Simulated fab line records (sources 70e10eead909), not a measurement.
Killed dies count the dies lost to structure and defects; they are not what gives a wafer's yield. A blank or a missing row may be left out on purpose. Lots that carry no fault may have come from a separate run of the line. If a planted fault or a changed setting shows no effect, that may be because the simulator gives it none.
Matching of chambers -- flow nand harc -- NHARC_A_CHANNEL_FILL_D1_ALD_02 on ald hk-04 has 4 sister chambers
The step deposits SiO2, target thk 6 nm, pulse time 10 s, ald cycles 60. 4 wafers are shown with their chamber, then 12 later ones without.

EACH WAFER AND ITS CHAMBER
wafer,chamber,heater power w (W)
L084.5,2,472
L089.1,1,457
L089.4,3,506
L089.5,0,540

WAFERS WHOSE CHAMBER IS MISSING
wafer,heater power w (W)
L091.3,480
L091.4,524
L091.5,513
L093.1,528
L093.5,537
L093.6,453
L094.1,484
L094.2,528
L094.5,455
L096.2,512
L096.3,467
L096.4,521

EACH ONE'S CHAMBER
wafer,from the rows above,in truth
L091.3,can't be placed: 2 or 1 or 3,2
L091.4,can't be placed: 0 or 3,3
L091.5,3,3
L093.1,can't be placed: 0 or 3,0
L093.5,0,0
L093.6,can't be placed: 1 or 2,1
L094.1,can't be placed: 2 or 3 or 1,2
L094.2,can't be placed: 0 or 3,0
L094.5,can't be placed: 1 or 2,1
L096.2,3,3
L096.3,can't be placed: 2 or 1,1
L096.4,can't be placed: 3 or 0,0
Correct placement for 3 of the 12. Can't be placed from these rows: 9 (the true chamber is among the candidates in 9). Wrongly placed: 0.
How it was worked out, from the rows above alone: a wafer's distance from a chamber is the root of the sum, over the readings, of the square of ((its reading less the chamber's mean) divided by the reading's scatter). If the next closest chamber is less than 2 further off than the closest, the wafer can't be placed; otherwise it belongs to the closest. Each chamber's mean is taken over the wafers shown for it. The scatter: with one shown wafer a chamber, the root of the mean of the squares of how far each hidden wafer lies from its nearest shown one.
